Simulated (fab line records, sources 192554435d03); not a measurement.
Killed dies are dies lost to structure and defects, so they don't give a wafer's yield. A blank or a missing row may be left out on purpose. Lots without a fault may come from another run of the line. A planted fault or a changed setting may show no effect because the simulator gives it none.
One fault seen from 2 desks | flow n5_finfet | each desk has only its own numbers; what lay behind them comes last

THE TOOL OWNER'S DESK: pvd_sputter-03
The tool's own readings at N5_PASSIVATION_AL_DEP_21 (deposits Al, target thk 2800 nm, time 170 s): means of the sampled wafers that have a number, for each lot that ran on this tool. A lot is out of limits, marked OUT, if its mean lies more than 4 standard deviations from the usual mean; the brackets give that distance.
Columns: A = cathode_dc_power_W at N5_PASSIVATION_AL_DEP_21, usual 30000 W; B = chamber_pressure_pa at N5_PASSIVATION_AL_DEP_21, usual 0.4000 Pa; C = throttle_valve_pct at N5_PASSIVATION_AL_DEP_21, usual 30.2 %
lot  | first seen here | A     | B      | C
L186 | day 12 20:57    | 30001 | 0.3995 | 29.4
L206 | day 18 16:04    | 30007 | 0.3991 | 29.9
L207 | day 18 16:46    | 30002 | 0.3997 | 29.6
L209 | day 19 11:55    | 30000 | 0.3997 | 30.0
This desk's finding: nothing out of limits on any of the 4 lots.

THE METROLOGY DESK
What the gauges read, lot by lot, whatever tool the lot ran on: means of the sampled wafers that have a number. A lot is out of limits, marked OUT, if its mean lies more than 4 standard deviations from the usual mean; the brackets give that distance. Of its 10 readings 7 are shown: those that lie furthest out on some lot.
Columns: A = DIBL_N at N5_BEOL_M4_RC_MEAS_101, usual 36.5 mV/V; B = DIBL_P at N5_BEOL_M4_RC_MEAS_101, usual 36.9 mV/V; C = IOFF_N at N5_BEOL_M4_RC_MEAS_101, usual 0.17 nA/um; D = IOFF_P at N5_BEOL_M4_RC_MEAS_101, usual 0.22 nA/um; E = ION_P at N5_BEOL_M4_RC_MEAS_101, usual 461 uA/um; F = SS_P at N5_BEOL_M4_RC_MEAS_101, usual 73.5 mV/dec; G = VT_P at N5_BEOL_M4_RC_MEAS_101, usual -250 mV
lot  | first seen here | A    | B    | C    | D    | E   | F    | G
L186 | day 8 10:38     | 33.9 | 33.9 | 0.11 | 0.15 | 453 | 72.0 | -257
L188 | day 9 11:28     | 35.6 | 36.6 | 0.13 | 0.20 | 454 | 72.8 | -252
L195 | day 10 18:16    | 40.2 | 40.1 | 0.24 | 0.32 | 475 | 74.3 | -245
L198 | day 11 18:34    | 36.6 | 37.9 | 0.19 | 0.25 | 467 | 73.3 | -246
L200 | day 12 04:34    | 36.5 | 37.0 | 0.15 | 0.20 | 454 | 73.6 | -253
L203 | day 13 02:46    | 36.8 | 38.7 | 0.18 | 0.26 | 466 | 73.8 | -247
L206 | day 14 03:44    | 37.9 | 37.7 | 0.23 | 0.31 | 482 | 73.8 | -240
L208 | day 14 05:49    | 37.1 | 37.9 | 0.16 | 0.22 | 462 | 73.9 | -251
L207 | day 14 06:13    | 37.0 | 35.8 | 0.14 | 0.20 | 448 | 73.4 | -252
L209 | day 15 04:48    | 41.2 | 43.5 | 0.26 | 0.31 | 464 | 74.8 | -245
This desk's finding: nothing out of limits on any of the 10 lots.

PUT TOGETHER
The tool owner's desk saw nothing out of limits.
The metrology desk saw nothing out of limits.

WHAT THE SIMULATOR HAD PUT IN
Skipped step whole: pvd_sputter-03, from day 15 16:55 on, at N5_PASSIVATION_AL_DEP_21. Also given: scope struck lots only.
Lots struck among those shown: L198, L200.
